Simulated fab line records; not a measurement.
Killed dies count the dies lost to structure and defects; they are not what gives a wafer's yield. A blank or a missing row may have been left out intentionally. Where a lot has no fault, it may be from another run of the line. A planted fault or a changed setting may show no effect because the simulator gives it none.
fab line records | flow n5_finfet
[record] lots = 10 | wafers = 30 | last_day = 18
route steps=1938 shown BEOL_M3@988 BEOL_M4@1111 PASSIVATION@1936
lots untouched by any fault: they come from a run of this same line in which no faults occurred
start_h: hours from the record's opening day to when the first of the lot's shown wafers began | wait_h: time in hours since the lot's previous step | " the same as in the row above | L1.1+2: one row covering several wafers at once | - no value present, or no start provided | * or withheld: withheld | < > ~ a bound
route shown NAME@n: a module of which the file shows steps, and the number in the route of the first | usual: the fault-free wafers' mean and standard deviation | same: alike in all rows | chamber/n: place in a boat | sites: per-site readings | _std_site: how widely they spread, as a standard deviation | _edge_site: outer sites' mean less inner sites' | radius_mm: how far each site lies from the wafer's centre | mask NAME#n: copy n | behind: tool/chamber where the wafer was last shaped | hold: reason for holding the lot/hours on hold/outcome of the hold | device: the n, p or np transistor that did not switch | end of line: the same wafers' tests at the end of the route | where a step has no rows: the recipe by itself | killed: dies lost to structure and defects at the first sort, not the wafer's yield | map: dies across one wafer; x = killed, . = not, _ = none there
set.NAME: the run value of the setting; set.NAME@STEP: its run value at that earlier step | model.NAME: the simulator's own value behind a step, which no gauge read
one table for each step of the route and one row for each wafer, over a sample of lots
services: the hour from which a tool's chamber was out of use, counted from the record's first day as start_h (under 0 if before that day), plus the number of hours and why
[[steps]]
[step N5_BEOL_M3_CD_MEAS_35]
[recipe] target_cd_nm = 18 | target_cd_y_nm = 21 | polarity = opening
[usual] cd_nm = 18.0/0.31
lot.wafer | tool      | chamber | start_h | wait_h | cd_nm
L524.2    | cd_sem-01 | -       | 150.58  | 0.0    | 18.1
L524.5    | "         | -       | "       | "      | 18.4
L524.6    | "         | -       | "       | "      | 18.5
L535.1    | cd_sem-01 | -       | 229.73  | 0.0    | 17.7
L535.3    | "         | -       | "       | "      | 17.9
L535.5    | "         | -       | "       | "      | 18.0
L536.1    | cd_sem-02 | -       | 238.37  | 0.0    | 18.0
L536.4    | "         | -       | "       | "      | 18.5
L536.5    | "         | -       | "       | "      | 18.7
L540.2    | cd_sem-03 | -       | 260.81  | 0.0    | 17.6
L540.3    | "         | -       | "       | "      | 18.0
L540.6    | "         | -       | "       | "      | 17.7
L539.1    | cd_sem-01 | -       | 262.56  | 0.0    | 18.2
L539.2    | "         | -       | "       | "      | 17.8
L539.5    | "         | -       | "       | "      | 17.6
L542.1    | cd_sem-02 | -       | 265.93  | 0.0    | 18.2
L542.3    | "         | -       | "       | "      | 18.1
L542.6    | "         | -       | "       | "      | 17.8
L543.2    | cd_sem-01 | -       | 276.60  | 0.0    | 18.5
L543.3    | "         | -       | "       | "      | 17.9
L543.5    | "         | -       | "       | "      | 18.2
L544.1    | cd_sem-01 | -       | 279.90  | 0.0    | 17.7
L544.3    | "         | -       | "       | "      | 18.3
L544.4    | "         | -       | "       | "      | 17.8
L546.1    | cd_sem-01 | -       | 299.24  | 0.0    | 17.5
L546.3    | "         | -       | "       | "      | 17.5
L546.5    | "         | -       | "       | "      | 17.7
L545.1    | cd_sem-02 | -       | 300.75  | 0.0    | 17.3
L545.3    | "         | -       | "       | "      | 18.2
L545.5    | "         | -       | "       | "      | 18.4
[step N5_BEOL_M3_SPUTTER_79]
[recipe] material = Cu | target_thk_a = 45 | temp_c = -20 | chamber_pressure_pa = 0.07 | power_w = withheld | time_s = 8.29
[usual] chamber_pressure_pa = 0.07002/0.00015 | chuck_gas_flow_sccm = 1.25/0.055 | substrate_temp_c = -19.98/0.097 | throttle_valve_pct = 30.0/1.2
lot.wafer | tool           | chamber | start_h | wait_h | chamber_pressure_pa | chuck_gas_flow_sccm | substrate_temp_c | throttle_valve_pct
L524.2    | pvd_sputter-02 | -       | 152.26  | 0.1    | 0.06998             | 1.25                | -19.98           | 29.8
L524.5    | "              | -       | "       | "      | 0.07003             | 1.32                | -19.97           | 30.5
L524.6    | "              | -       | "       | "      | 0.06997             | 1.24                | -20.15           | 29.1
L535.1    | pvd_sputter-01 | -       | 233.89  | 2.6    | 0.06995             | 1.17                | -20.05           | 30.3
L535.3    | "              | -       | "       | "      | 0.06997             | 1.26                | -19.85           | 31.5
L535.5    | "              | -       | "       | "      | 0.06984             | 1.32                | -19.97           | 28.2
L536.1    | pvd_sputter-03 | -       | 240.28  | 0.1    | 0.06993             | 1.22                | -20.06           | 29.0
L536.4    | "              | -       | "       | "      | 0.07022             | 1.28                | -20.10           | 29.3
L536.5    | "              | -       | "       | "      | 0.07011             | 1.17                | -19.90           | 29.1
L540.2    | pvd_sputter-01 | -       | 262.34  | 0.1    | 0.06998             | 1.25                | -19.99           | 30.3
L540.3    | "              | -       | "       | "      | 0.06985             | 1.21                | -20.09           | 31.6
L540.6    | "              | -       | "       | "      | 0.07014             | 1.22                | -20.10           | 30.3
L539.1    | pvd_sputter-03 | -       | 263.62  | 0.1    | 0.06992             | 1.13                | -19.93           | 28.4
L539.2    | "              | -       | "       | "      | 0.07002             | 1.29                | -20.12           | 29.2
L539.5    | "              | -       | "       | "      | 0.0703              | 1.23                | -20.01           | 29.3
L542.1    | pvd_sputter-02 | -       | 266.99  | 0.1    | 0.06994             | 1.17                | -19.97           | 30.0
L542.3    | "              | -       | "       | "      | 0.07039             | 1.27                | -19.95           | 30.5
L542.6    | "              | -       | "       | "      | 0.07005             | 1.28                | -20.01           | 29.3
L543.2    | pvd_sputter-01 | -       | 277.83  | 0.1    | 0.07017             | 1.18                | -19.75           | 30.6
L543.3    | "              | -       | "       | "      | 0.06993             | 1.26                | -19.97           | 27.9
L543.5    | "              | -       | "       | "      | 0.07014             | 1.18                | -19.74           | 30.3
L544.1    | pvd_sputter-03 | -       | 281.10  | 0.1    | 0.07003             | 1.29                | -20.06           | 28.9
L544.3    | "              | -       | "       | "      | 0.06993             | 1.23                | -19.95           | 28.6
L544.4    | "              | -       | "       | "      | 0.06971             | 1.20                | -19.99           | 30.9
L546.1    | pvd_sputter-01 | -       | 300.57  | 0.1    | 0.07009             | 1.12                | -19.99           | 30.4
L546.3    | "              | -       | "       | "      | 0.06997             | 1.21                | -19.99           | 31.4
L546.5    | "              | -       | "       | "      | 0.06997             | 1.23                | -19.89           | 30.1
L545.1    | pvd_sputter-01 | -       | 302.45  | 0.1    | 0.06991             | 1.32                | -19.89           | 29.9
L545.3    | "              | -       | "       | "      | 0.06969             | 1.13                | -19.84           | 30.3
L545.5    | "              | -       | "       | "      | 0.06998             | 1.24                | -19.89           | 30.7
[step N5_BEOL_M3_SPUTTER_81]
[recipe] material = Cu | target_thk_a = 45 | temp_c = -20 | chamber_pressure_pa = 0.07 | power_w = withheld | time_s = 8.29
[usual] chamber_pressure_pa = 0.07001/0.00014 | chuck_gas_flow_sccm = 1.25/0.05 | substrate_temp_c = -20.00/0.1 | throttle_valve_pct = 30.0/1.2
lot.wafer | tool           | chamber | start_h | wait_h | chamber_pressure_pa | chuck_gas_flow_sccm | substrate_temp_c | throttle_valve_pct
L524.2    | pvd_sputter-02 | -       | 152.48  | 0.1    | 0.06981             | 1.23                | -20.00           | 29.8
L524.5    | "              | -       | "       | "      | 0.07009             | 1.28                | -19.88           | 30.4
L524.6    | "              | -       | "       | "      | 0.06983             | 1.22                | -19.98           | 28.9
L535.1    | pvd_sputter-01 | -       | 234.13  | 0.1    | -                   | -                   | -                | -
L535.3    | "              | -       | "       | "      | -                   | -                   | -                | -
L535.5    | "              | -       | "       | "      | -                   | -                   | -                | -
L536.1    | pvd_sputter-03 | -       | 240.50  | 0.1    | -                   | -                   | -                | -
L536.4    | "              | -       | "       | "      | -                   | -                   | -                | -
L536.5    | "              | -       | "       | "      | -                   | -                   | -                | -
L540.2    | pvd_sputter-01 | -       | 262.56  | 0.1    | 0.06997             | 1.15                | -20.07           | 30.2
L540.3    | "              | -       | "       | "      | 0.06991             | 1.15                | -19.96           | 31.8
L540.6    | "              | -       | "       | "      | 0.06981             | 1.19                | -20.01           | 30.4
L539.1    | pvd_sputter-03 | -       | 263.84  | 0.1    | 0.06988             | 1.23                | -19.85           | 28.6
L539.2    | "              | -       | "       | "      | 0.07012             | 1.30                | -19.98           | 28.8
L539.5    | "              | -       | "       | "      | 0.07016             | 1.25                | -20.07           | 29.4
L542.1    | pvd_sputter-02 | -       | 267.21  | 0.1    | 0.06999             | 1.22                | -20.11           | 30.0
L542.3    | "              | -       | "       | "      | 0.06985             | 1.22                | -19.99           | 30.1
L542.6    | "              | -       | "       | "      | 0.06993             | 1.26                | -19.91           | 29.6
L543.2    | pvd_sputter-01 | -       | 278.05  | 0.1    | 0.07015             | 1.25                | -19.99           | 30.5
L543.3    | "              | -       | "       | "      | 0.06996             | 1.29                | -19.90           | 28.0
L543.5    | "              | -       | "       | "      | 0.07019             | 1.21                | -20.04           | 30.2
L544.1    | pvd_sputter-03 | -       | 281.32  | 0.1    | 0.07012             | 1.29                | -20.00           | 28.8
L544.3    | "              | -       | "       | "      | 0.06988             | 1.24                | -20.00           | 28.8
L544.4    | "              | -       | "       | "      | 0.07016             | 1.23                | -19.98           | 30.6
L546.1    | pvd_sputter-01 | -       | 300.79  | 0.1    | 0.06993             | 1.37                | -20.23           | 29.8
L546.3    | "              | -       | "       | "      | 0.07008             | 1.16                | -19.96           | 31.8
L546.5    | "              | -       | "       | "      | 0.07011             | 1.30                | -20.11           | 30.1
L545.1    | pvd_sputter-01 | -       | 302.67  | 0.1    | 0.07003             | 1.27                | -20.11           | 30.2
L545.3    | "              | -       | "       | "      | 0.06992             | 1.19                | -20.09           | 30.5
L545.5    | "              | -       | "       | "      | 0.06976             | 1.25                | -20.07           | 30.6
[step N5_BEOL_M3_SPUTTER_88]
[recipe] material = Cu | target_thk_a = 45 | temp_c = -20 | chamber_pressure_pa = 0.07 | power_w = withheld | time_s = 8.29
[usual] chamber_pressure_pa = 0.07001/0.00014 | chuck_gas_flow_sccm = 1.25/0.05 | substrate_temp_c = -20.00/0.11 | throttle_valve_pct = 30.0/1.2
lot.wafer | tool           | chamber | start_h | wait_h | chamber_pressure_pa | chuck_gas_flow_sccm | substrate_temp_c | throttle_valve_pct
L524.2    | pvd_sputter-02 | -       | 152.93  | 0.1    | 0.07009             | 1.32                | -19.87           | 30.0
L524.5    | "              | -       | "       | "      | 0.07005             | 1.17                | -19.94           | 30.4
L524.6    | "              | -       | "       | "      | 0.06976             | 1.18                | -20.06           | 29.3
L535.1    | pvd_sputter-01 | -       | 234.63  | 0.1    | 0.06988             | 1.20                | -19.79           | 29.9
L535.3    | "              | -       | "       | "      | 0.0701              | 1.23                | -19.97           | 31.5
L535.5    | "              | -       | "       | "      | 0.06998             | 1.28                | -19.89           | 28.2
L536.1    | pvd_sputter-03 | -       | 240.94  | 0.1    | 0.06987             | 1.31                | -20.17           | 29.0
L536.4    | "              | -       | "       | "      | 0.06979             | 1.26                | -20.08           | 29.3
L536.5    | "              | -       | "       | "      | 0.06981             | 1.24                | -20.08           | 29.2
L540.2    | pvd_sputter-01 | -       | 263.00  | 0.1    | 0.0698              | 1.27                | -19.98           | 30.2
L540.3    | "              | -       | "       | "      | 0.07017             | 1.24                | -19.96           | 31.5
L540.6    | "              | -       | "       | "      | 0.06989             | 1.23                | -19.93           | 30.2
L539.1    | pvd_sputter-03 | -       | 264.28  | 0.1    | 0.07018             | 1.31                | -19.89           | 28.8
L539.2    | "              | -       | "       | "      | 0.06987             | 1.19                | -19.99           | 29.0
L539.5    | "              | -       | "       | "      | 0.07003             | 1.20                | -19.99           | 29.3
L542.1    | pvd_sputter-02 | -       | 267.65  | 0.1    | 0.07002             | 1.25                | -20.01           | 30.0
L542.3    | "              | -       | "       | "      | 0.07007             | 1.20                | -20.12           | 30.3
L542.6    | "              | -       | "       | "      | 0.06989             | 1.23                | -19.99           | 29.1
L543.2    | pvd_sputter-01 | -       | 278.49  | 0.1    | 0.07006             | 1.22                | -19.90           | 30.4
L543.3    | "              | -       | "       | "      | 0.07002             | 1.19                | -19.99           | 28.2
L543.5    | "              | -       | "       | "      | 0.07018             | 1.26                | -20.02           | 30.2
L544.1    | pvd_sputter-03 | -       | 281.76  | 0.1    | 0.0698              | 1.30                | -19.96           | 28.9
L544.3    | "              | -       | "       | "      | 0.07027             | 1.27                | -19.94           | 28.3
L544.4    | "              | -       | "       | "      | 0.0701              | 1.25                | -19.85           | 31.0
L546.1    | pvd_sputter-01 | -       | 301.23  | 0.1    | 0.06982             | 1.23                | -20.17           | 30.1
L546.3    | "              | -       | "       | "      | 0.07015             | 1.37                | -19.94           | 31.4
L546.5    | "              | -       | "       | "      | 0.07003             | 1.27                | -20.09           | 30.3
L545.1    | pvd_sputter-01 | -       | 303.11  | 0.1    | 0.0701              | 1.34                | -20.05           | 30.0
L545.3    | "              | -       | "       | "      | 0.06996             | 1.19                | -19.98           | 30.2
L545.5    | "              | -       | "       | "      | 0.07005             | 1.27                | -20.05           | 30.3
[step N5_BEOL_M4_RC_MEAS_101]
[usual] DIBL_N = 35.8/1.6 | DIBL_P = 36.0/1.9 | IOFF_N = 0.151/0.029 | IOFF_P = 0.21/0.037 | ION_N = 673/12 | ION_P = 463/7.3 | SS_N = 71.5/0.58 | SS_P = 73.2/0.61 | VT_N = 251/3.3 | VT_P = -250/3.3
lot.wafer | tool      | chamber | start_h | wait_h | DIBL_N[mV/V] | DIBL_P[mV/V] | IOFF_N[nA/um] | IOFF_P[nA/um] | ION_N[uA/um] | ION_P[uA/um] | SS_N[mV/dec] | SS_P[mV/dec] | VT_N[mV] | VT_P[mV]
L524.2    | prober-01 | 0       | 167.39  | 0.2    | 34.9         | 32.7         | 0.118         | 0.16          | 658          | 451          | 71.1         | 71.6         | 255      | -254
L524.5    | "         | 0       | "       | "      | 36.3         | 35.0         | 0.145         | 0.19          | 676          | 466          | 71.4         | 73.5         | 252      | -251
L524.6    | "         | 0       | "       | "      | 36.6         | 35.8         | 0.162         | 0.22          | 675          | 467          | 71.1         | 73.3         | 247      | -248
L535.1    | prober-02 | 0       | 249.39  | 0.0    | 34.1         | 33.3         | 0.110         | 0.15          | 647          | 447          | 71.5         | 72.4         | 252      | -255
L535.3    | "         | 0       | "       | "      | 35.6         | 35.7         | 0.138         | 0.17          | 674          | 459          | 71.9         | 73.0         | 251      | -252
L535.5    | "         | 0       | "       | "      | 34.4         | 35.0         | 0.121         | 0.17          | 664          | 455          | 70.9         | 73.3         | 253      | -253
L536.1    | prober-02 | 0       | 257.81  | 0.0    | 35.3         | 37.5         | 0.143         | 0.23          | 660          | 466          | 70.9         | 73.9         | 253      | -247
L536.4    | "         | 0       | "       | "      | 34.6         | 36.7         | 0.137         | 0.21          | 670          | 467          | 71.1         | 72.3         | 250      | -250
L536.5    | "         | 0       | "       | "      | 37.0         | 39.5         | 0.182         | 0.26          | 686          | 472          | 72.6         | 73.8         | 250      | -247
L540.2    | prober-01 | 0       | 277.44  | 0.2    | 33.5         | 33.6         | 0.129         | 0.17          | 672          | 457          | 70.5         | 72.7         | 254      | -252
L540.3    | "         | 0       | "       | "      | 34.4         | 34.1         | 0.130         | 0.18          | 676          | 465          | 70.6         | 72.7         | 253      | -252
L540.6    | "         | 0       | "       | "      | 33.5         | 32.7         | 0.115         | 0.17          | 656          | 456          | 70.9         | 72.2         | 255      | -252
L539.1    | prober-02 | 0       | 278.49  | 0.0    | 35.2         | 33.6         | 0.151         | 0.21          | 688          | 470          | 71.8         | 73.0         | 250      | -247
L539.2    | "         | 0       | "       | "      | 38.9         | 39.2         | 0.229         | 0.31          | 695          | 476          | 71.9         | 74.0         | 244      | -245
L539.5    | "         | 0       | "       | "      | 35.8         | 35.5         | 0.163         | 0.24          | 678          | 470          | 72.0         | 73.4         | 248      | -246
L542.1    | prober-02 | 0       | 284.78  | 0.0    | 35.8         | 36.4         | 0.151         | 0.23          | 665          | 460          | 71.4         | 72.8         | 251      | -247
L542.3    | "         | 0       | "       | "      | 33.0         | 32.9         | 0.107         | 0.17          | 649          | 454          | 70.8         | 72.0         | 252      | -252
L542.6    | "         | 0       | "       | "      | 35.1         | 35.1         | 0.144         | 0.21          | 672          | 461          | 71.1         | 73.1         | 252      | -250
L543.2    | prober-01 | 0       | 298.89  | 0.2    | 34.1         | 35.2         | 0.132         | 0.18          | 647          | 459          | 71.3         | 73.8         | 253      | -253
L543.3    | "         | 0       | "       | "      | 38.7         | 39.7         | 0.234         | 0.26          | 708          | 469          | 72.9         | 74.2         | 244      | -247
L543.5    | "         | 0       | "       | "      | 34.6         | 37.3         | 0.162         | 0.22          | 687          | 470          | 72.3         | 73.6         | 246      | -254
L544.1    | prober-01 | 0       | 306.56  | 0.0    | 37.7         | 38.0         | 0.210         | 0.29          | 692          | 477          | 72.4         | 73.5         | 247      | -245
L544.3    | "         | 0       | "       | "      | 36.0         | 36.1         | 0.178         | 0.24          | 681          | 473          | 71.2         | 73.3         | 246      | -248
L544.4    | "         | 0       | "       | "      | 35.0         | 33.9         | 0.142         | 0.20          | 678          | 467          | 71.7         | 72.5         | 250      | -250
L545.1    | prober-02 | 0       | 314.20  | 0.0    | 38.5         | 38.6         | 0.170         | 0.23          | 670          | 464          | 72.0         | 73.9         | 251      | -251
L545.3    | "         | 0       | "       | "      | 35.4         | 35.1         | 0.135         | 0.19          | 671          | 456          | 71.2         | 72.6         | 250      | -253
L545.5    | "         | 0       | "       | "      | 36.8         | 37.2         | 0.166         | 0.22          | 679          | 461          | 71.5         | 73.7         | 250      | -249
L546.1    | prober-01 | 0       | 314.57  | 0.0    | 34.7         | 35.1         | 0.136         | 0.19          | 671          | 457          | 70.9         | 72.2         | 252      | -252
L546.3    | "         | 0       | "       | "      | 35.3         | 36.0         | 0.142         | 0.21          | 664          | 459          | 71.9         | 73.1         | 252      | -251
L546.5    | "         | 0       | "       | "      | 34.8         | 35.4         | 0.128         | 0.20          | 660          | 456          | 71.4         | 72.6         | 254      | -253
[step N5_PASSIVATION_PROBE_49]
[usual] defect_limited_yield = 90.9/1.4 | killed_at_M0_to_M3 = 37/12 | killed_at_M4_up = 14/5.3 | killed_at_contacts = 12/6.2 | killed_at_front_end = 41/11 | killed_at_other = 3.7/2.9 | killed_dies = 107/17 | killed_open = 71/12 | killed_short = 34/7.9 | sort_bin_5_function = 5.3/0.95 | sort_bin_6_memory = 3.4/0.7 | sort_bin_8_speed = 0.00/0.0099 | sort_n_pass = 1073/17 | sort_yield_pct = 90.9/1.5
[same] gross_dies = 1180 | killed_at_back_side = 0 | sort_bin_4_leakage[%] = 0
lot.wafer | tool      | chamber | start_h | wait_h | defect_limited_yield[%] | killed_at_M0_to_M3 | killed_at_M4_up | killed_at_contacts | killed_at_front_end | killed_at_other | killed_dies | killed_open | killed_short | sort_bin_5_function[%] | sort_bin_6_memory[%] | sort_bin_8_speed[%] | sort_n_pass | sort_yield_pct[%]
L535.1    | prober-01 | -       | 353.36  | 0.0    | 92.2                    | 47                 | 20              | 1                  | 24                  | 0               | 92          | 58          | 23           | 5.0                    | 2.6                  | 0                   | 1088        | 92.2
L535.3    | prober-01 | -       | 353.46  | 0.1    | 89.7                    | 52                 | 26              | 6                  | 31                  | 6               | 121         | 85          | 32           | 6.4                    | 3.4                  | 0                   | 1059        | 89.7
L535.5    | prober-01 | -       | 353.56  | 0.2    | 89.7                    | 45                 | 20              | 4                  | 51                  | 1               | 121         | 89          | 24           | 6.6                    | 3.4                  | 0                   | 1059        | 89.7
L536.1    | prober-01 | -       | 369.45  | 0.4    | 89.6                    | 22                 | 18              | 9                  | 68                  | 6               | 123         | 78          | 36           | 6.5                    | 3.5                  | 0.08                | 1057        | 89.6
L536.4    | prober-01 | -       | 369.60  | 0.6    | 92.2                    | 31                 | 11              | 3                  | 39                  | 8               | 92          | 62          | 26           | 4.2                    | 3.5                  | 0                   | 1088        | 92.2
L536.5    | prober-01 | -       | 369.65  | 0.6    | 93.1                    | 28                 | 20              | 4                  | 28                  | 2               | 82          | 60          | 16           | 3.4                    | 3.1                  | 0                   | 1098        | 93.1
L539.1    | prober-02 | -       | 389.00  | 0.0    | 92.2                    | 36                 | 6               | 7                  | 40                  | 3               | 92          | 64          | 22           | 4.4                    | 2.9                  | 0                   | 1088        | 92.2
L539.2    | prober-02 | -       | 389.05  | 0.1    | 90.6                    | 44                 | 14              | 15                 | 36                  | 2               | 111         | 77          | 31           | 5.7                    | 3.6                  | 0                   | 1069        | 90.6
L539.5    | prober-02 | -       | 389.20  | 0.2    | 87.8                    | 46                 | 20              | 31                 | 35                  | 12              | 144         | 103         | 36           | 6.7                    | 5.1                  | 0                   | 1036        | 87.8
// killed by level:class
L535.1 BEOL_M1:geometric_particle:open=15 BEOL_M4:geometric_particle:open=14 BEOL_M3:interface_void_opened=11 BEOL_M3:geometric_particle:open=8 FIN_SAQP:geometric_particle:open=6 GATE_CUT:geometric_particle:short=6 BEOL_M2:geometric_particle:open=5 BEOL_M4:geometric_particle:short=4
L535.3 BEOL_M1:geometric_particle:open=17 BEOL_M4:geometric_particle:open=17 FIN_SAQP:geometric_particle:open=12 BEOL_M2:geometric_particle:open=10 FIN_SAQP:geometric_particle:short=7 BEOL_M0_SAQP:geometric_particle:short=6 MOL_CONTACT_COAG:geometric_particle:open=5 PAD_METAL:geometric_particle:open=5
L535.5 FIN_SAQP:geometric_particle:open=28 BEOL_M1:geometric_particle:open=14 BEOL_M4:geometric_particle:open=13 BEOL_M3:interface_void_opened=8 BEOL_M0_SAQP:geometric_particle:short=5 BEOL_M0:geometric_particle:open=5 STI_FIN_REVEAL:geometric_particle:open=4 MOL_CONTACT_COAG:geometric_particle:open=4
L536.1 STI_FIN_REVEAL:geometric_particle:open=14 FIN_SAQP:geometric_particle:short=13 FIN_SAQP:geometric_particle:open=8 DUMMY_GATE:geometric_particle:open=8 STARTING-WAFER:geometric_particle:open=8 BEOL_M4:geometric_particle:open=5 MOL_CONTACT_COAG:geometric_particle:open=5 BEOL_M1:geometric_particle:open=5
L536.4 BEOL_M2:geometric_particle:open=16 FIN_SAQP:geometric_particle:open=11 STI_FIN_REVEAL:geometric_particle:open=6 ILD0:geometric_particle:open=6 BEOL_M4:geometric_particle:open=6 BEOL_M1:geometric_particle:open=5 FIN_SAQP:geometric_particle:short=4 BEOL_M0_SAQP:geometric_particle:short=4
L536.5 BEOL_M4:geometric_particle:open=12 FIN_SAQP:geometric_particle:open=9 STI_FIN_REVEAL:geometric_particle:open=7 BEOL_M2:geometric_particle:open=7 BEOL_M3:geometric_particle:open=5 MOL_CONTACT_COAG:geometric_particle:open=4 BEOL_M0_SAQP:geometric_particle:open=3 BEOL_M1:geometric_particle:open=3
L539.1 BEOL_M2:geometric_particle:open=10 STI_FIN_REVEAL:geometric_particle:open=8 BEOL_M3:geometric_particle:open=8 FIN_SAQP:geometric_particle:open=7 MOL_CONTACT_COAG:geometric_particle:open=7 BEOL_M1:geometric_particle:open=6 BEOL_M0_SAQP:geometric_particle:short=4 HKMG_FIN:area_etch=4
L539.2 STI_FIN_REVEAL:geometric_particle:open=17 MOL_CONTACT_COAG:geometric_particle:open=13 BEOL_M0_SAQP:geometric_particle:short=9 BEOL_M0_SAQP:geometric_particle:open=8 BEOL_M2:geometric_particle:open=8 BEOL_M5:geometric_particle:open=6 BEOL_M0:geometric_particle:open=5 BEOL_M1:geometric_particle:open=4
L539.5 MOL_CONTACT_COAG:geometric_particle:open=26 BEOL_M1:geometric_particle:open=15 STI_FIN_REVEAL:geometric_particle:open=10 BEOL_M0_SAQP:geometric_particle:short=8 BEOL_M2:geometric_particle:open=7 BEOL_M4:geometric_particle:open=7 MOL_CONTACT_COAG:geometric_particle:short=5 BEOL_M3:geometric_particle:open=5
[[services]]
tool           | chamber | start_h | hours | kind
pvd_sputter-01 | -       | 137.17  | 2.2   | repair
pvd_sputter-01 | -       | 231.67  | 2.2   | repair
pvd_sputter-01 | -       | 236.50  | 2.7   | repair
[[key]]
[first_sign] step = N5_BEOL_M3_SPUTTER_81 | reading = tool_record | direction = missing
effect none on later readings
met_at N5_BEOL_M3_SPUTTER_81
struck_lots L535,L536
not_acting_at N5_BEOL_M3_CD_MEAS_35,N5_BEOL_M3_SPUTTER_79,N5_BEOL_M3_SPUTTER_88
[fault] kind = skipped_step_whole | tool = pvd_sputter-01,pvd_sputter-03 | chamber = - | onset_h = 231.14 | steps = N5_BEOL_M3_SPUTTER_81 | scope = struck_lots_only
